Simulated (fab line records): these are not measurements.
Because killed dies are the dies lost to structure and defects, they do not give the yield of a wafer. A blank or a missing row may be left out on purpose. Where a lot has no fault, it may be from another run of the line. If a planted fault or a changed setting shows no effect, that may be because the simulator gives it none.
Matching of chambers    flow nand-harc    rie-diel-08 running NHARC_A_M1_ETCH_15: 4 sister chambers
The step etches the open film in C4F8/Ar, target depth 182.5 nm, time 91.2 s. 14 wafers are shown with their chamber, then 7 later ones without.

## EACH WAFER AND ITS CHAMBER
wafer   chamber  rf-vpp-V (V)  rf-fwd-power-W (W)  chamber-pressure-mTorr (mTorr)
L585.4  3        437.4         595.3               25.015
L585.5  1        437.9         593.1               24.960
L585.6  2        444.9         595.7               25.013
L590.2  1        438.6         595.9               24.996
L590.5  1        439.5         596.9               24.986
L590.6  2        443.7         597.5               24.999
L600.1  3        437.1         595.5               25.003
L600.2  1        441.4         594.2               24.984
L600.4  2        445.9         597.6               25.019
L604.1  0        440.5         592.8               24.983
L604.3  3        438.8         598.7               24.979
L604.6  0        441.4         591.9               24.983
L601.1  3        438.1         595.4               25.022
L601.3  2        443.7         596.6               25.003

SIGNATURES, as means of the wafers listed above
reading                 chamber 0  chamber 1  chamber 2  chamber 3  scatter within a chamber
rf-vpp-V                440.950    439.350    444.550    437.850    1.11
rf-fwd-power-W          592.350    595.025    596.850    596.225    1.4
chamber-pressure-mTorr  24.98300   24.98150   25.00850   25.00475   0.0142
Rule: for each reading, subtract the chamber's mean from the wafer's reading, divide by that reading's scatter and square the result; add these up over the readings and take the root, which gives the wafer's distance from the chamber. The wafer belongs to the nearest chamber; if the next one is less than 2 further off, it can't be placed. The scatter is the square root of a quotient: the sum, over the shown wafers, of each reading's squared deviation from its chamber's mean, divided by wafers minus chambers.

## WAFERS WITH NO CHAMBER GIVEN
wafer   rf-vpp-V (V)  rf-fwd-power-W (W)  chamber-pressure-mTorr (mTorr)
L601.6  442.0         598.3               25.021
L606.1  445.9         598.6               24.977
L606.3  443.0         596.6               24.997
L606.4  437.9         595.9               25.000
L608.2  439.7         594.2               24.960
L608.4  444.4         597.8               25.001
L608.5  437.7         596.8               24.981

## WHICH CHAMBER EACH WENT THROUGH
wafer    from the rows above            in truth
L601.6   can't be placed: 2 or 3 or 1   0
L606.1   2                              2
L606.3   2                              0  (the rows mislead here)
L606.4   can't be placed: 3 or 1        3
L608.2   can't be placed: 1 or 0        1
L608.4   2                              2
L608.5   can't be placed: 3 or 1        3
Correctly placed: 2 of 7. These rows do not allow placing 4 (true chamber among the candidates in 3). Placed wrongly: 1.
